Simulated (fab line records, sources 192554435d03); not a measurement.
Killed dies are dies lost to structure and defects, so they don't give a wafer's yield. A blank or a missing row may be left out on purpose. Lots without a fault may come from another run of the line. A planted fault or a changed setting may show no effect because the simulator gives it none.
Chamber matching | flow n5_finfet | N5_BEOL_M0_SAQP_SPACER2_ALD_26 on ald_sin-01: 4 sister chambers
The step deposits SiO2, target thk 15 nm, pulse time 1 s, purge time 2 s. 4 wafers are shown with their chamber, then 7 later ones without.

WAFERS WITH THEIR CHAMBER
wafer  | chamber | heater_power_w (W)
L076.1 | 3       | 522
L084.4 | 0       | 512
L088.1 | 1       | 493
L088.3 | 2       | 474

WAFERS WITHOUT THEIR CHAMBER
wafer  | heater_power_w (W)
L088.4 | 498
L090.1 | 508
L090.2 | 480
L090.5 | 492
L096.1 | 480
L096.3 | 477
L096.5 | 505

WHICH CHAMBER EACH WENT THROUGH
wafer  | from the rows above     | in truth
L088.4 | can't be placed: 1 or 0 | 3
L090.1 | 0                       | 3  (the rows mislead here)
L090.2 | can't be placed: 2 or 1 | 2
L090.5 | 1                       | 1
L096.1 | can't be placed: 2 or 1 | 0
L096.3 | 2                       | 2
L096.5 | can't be placed: 0 or 1 | 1
Placed correctly: 2 of 7. Can't be placed from these rows: 4 (the true chamber is among the candidates in 2). Placed wrongly: 1.
How it was worked out, from the rows above alone: a wafer's distance from a chamber is the root of the sum, over the readings, of the square of ((its reading less the chamber's mean) divided by the reading's scatter). The wafer belongs to the nearest chamber; if the next one is less than 2 further off, it can't be placed. A chamber's mean is the mean of its shown wafers. The scatter: with one shown wafer a chamber, the root of the mean of the squares of how far each hidden wafer lies from its nearest shown one.
